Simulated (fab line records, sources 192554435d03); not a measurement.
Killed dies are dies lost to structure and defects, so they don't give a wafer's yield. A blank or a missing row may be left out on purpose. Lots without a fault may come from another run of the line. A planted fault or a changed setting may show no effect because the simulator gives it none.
Chamber matching | flow n5_finfet | N5_BEOL_M14_DESCUM_33 on rie_diel-04: 4 sister chambers
The step chemistry O2, time 7.9 s. 8 wafers are shown with their chamber, then 9 later ones without.

WAFERS WITH THEIR CHAMBER
wafer  | chamber | showerhead_plenum_p_Torr (Torr) | drypump_motor_current_A (A)
L077.2 | 0       | 2.13                            | 5.7
L081.2 | 1       | 1.98                            | 5.9
L081.3 | 2       | 2.04                            | 6.3
L082.1 | 2       | 2.04                            | 6.3
L082.5 | 3       | 2.08                            | 5.1
L086.1 | 0       | 2.13                            | 5.8
L086.2 | 3       | 2.07                            | 5.0
L086.4 | 1       | 1.97                            | 5.9

WAFERS WITHOUT THEIR CHAMBER
wafer  | showerhead_plenum_p_Torr (Torr) | drypump_motor_current_A (A)
L085.3 | 2.03                            | 6.3
L085.4 | 1.97                            | 5.9
L085.5 | 2.13                            | 5.8
L092.1 | 2.03                            | 6.3
L092.2 | 2.07                            | 5.0
L092.5 | 2.03                            | 6.3
L096.3 | 2.12                            | 5.7
L096.5 | 2.12                            | 5.8
L096.6 | 2.02                            | 6.3

WHICH CHAMBER EACH WENT THROUGH
wafer  | from the rows above | in truth
L085.3 | 2                   | 2
L085.4 | 1                   | 1
L085.5 | 0                   | 0
L092.1 | 2                   | 2
L092.2 | 3                   | 3
L092.5 | 2                   | 2
L096.3 | 0                   | 0
L096.5 | 0                   | 0
L096.6 | 2                   | 2
Placed correctly: 9 of 9. Can't be placed from these rows: 0. Placed wrongly: 0.
How it was worked out, from the rows above alone: a wafer's distance from a chamber is the root of the sum, over the readings, of the square of ((its reading less the chamber's mean) divided by the reading's scatter). The wafer belongs to the nearest chamber; if the next one is less than 2 further off, it can't be placed. A chamber's mean is the mean of its shown wafers. The scatter: the root of (the sum of the squares of (reading less its chamber's mean) over the shown wafers, divided by (wafers less chambers)).
